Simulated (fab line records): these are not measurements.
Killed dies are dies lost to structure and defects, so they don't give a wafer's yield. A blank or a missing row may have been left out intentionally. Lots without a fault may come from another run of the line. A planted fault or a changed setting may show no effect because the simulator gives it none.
Which tool is to blame?	flow nandHarc	18 wafers from 6 lots sampled at 5 of the route's 1159 steps

== WHAT THE GAUGES SHOWED, per wafer ==
NHARC_END_SORT_01.
lot	measured	on	killedAtArray
L278	day 21 18:07	prober-02	25 16 17

== WHICH TOOL RAN EACH LOT (tool, then ch and the chambers of the sampled wafers, then the start) ==
lot	NHARC_P_ZERO_WELL_ETCH_63	NHARC_P_GATE_OXIDE_02	NHARC_P_GATE_ETCH_104	NHARC_P_GATE_STRIP_108
L271	rieSi-05 ch 1,2,3, day 2 01:41	furnace-06 ch 0, day 4 10:26	rieDiel-08 ch 1,2, day 5 07:31	rieDiel-08 ch 0,3, day 5 08:56
L273	rieSi-03 ch 0,1,3, day 2 13:34	furnace-07 ch 0, day 5 02:20	rieDiel-09 ch 0,3, day 5 22:58	rieDiel-09 ch 0,1,3, day 5 23:31
L278	rieSi-02 ch 0,2,3, day 3 19:39	furnace-06 ch 0, day 5 22:34	rieDiel-09 ch 0,1,3, day 7 05:50	rieDiel-09 ch 1,3, day 7 06:35
L285	rieSi-03 ch 0,3, day 5 13:32	furnace-06 ch 0, day 7 14:55	rieDiel-09 ch 2,3, day 8 15:04	rieDiel-09 ch 0,1,2, day 8 16:29
L289	rieSi-02 ch 0,1,2, day 6 13:41	furnace-07 ch 0, day 8 23:53	rieDiel-07 ch 0,1, day 9 19:07	rieDiel-07 ch 2,3, day 9 19:39
L292	rieSi-03 ch 0,1,3, day 7 07:40	furnace-07 ch 0, day 9 10:13	rieDiel-09 ch 1,2,3, day 10 05:32	rieDiel-09 ch 0,1,3, day 10 06:07
- NHARC_P_ZERO_WELL_ETCH_63: etches the open film in HBr/Cl2, target depth 120 nm, time 40.1 s.
- NHARC_P_GATE_OXIDE_02: material SiO2, target thk 37.5 nm, ox time 365 s.
- NHARC_P_GATE_ETCH_104: etches the open film in CF4/CHF3, target depth 60 nm.
- NHARC_P_GATE_STRIP_108: strips in O2.

== THE ANSWER, worked out from the rows above alone ==
Rule: the lots themselves supply what counts as usual. The widest of any qualifying gaps counts: lots, ordered by their means at a reading, are off when they make up no more than a third of the lots, leave a main group of 4 or more, and stand apart from it by 3 or more times the standard deviation of that group's means. If all means in a main group match to the digits the tables above print for the reading, that group is not used. A lot without any number at a reading at which 4 lots or more have one is off too. The other lots that the step has rows for count as sound.
Across all readings shown, no lot is off: no conclusion can be drawn from this.

== WHAT HAD BEEN PUT IN BY THE SIMULATOR ==
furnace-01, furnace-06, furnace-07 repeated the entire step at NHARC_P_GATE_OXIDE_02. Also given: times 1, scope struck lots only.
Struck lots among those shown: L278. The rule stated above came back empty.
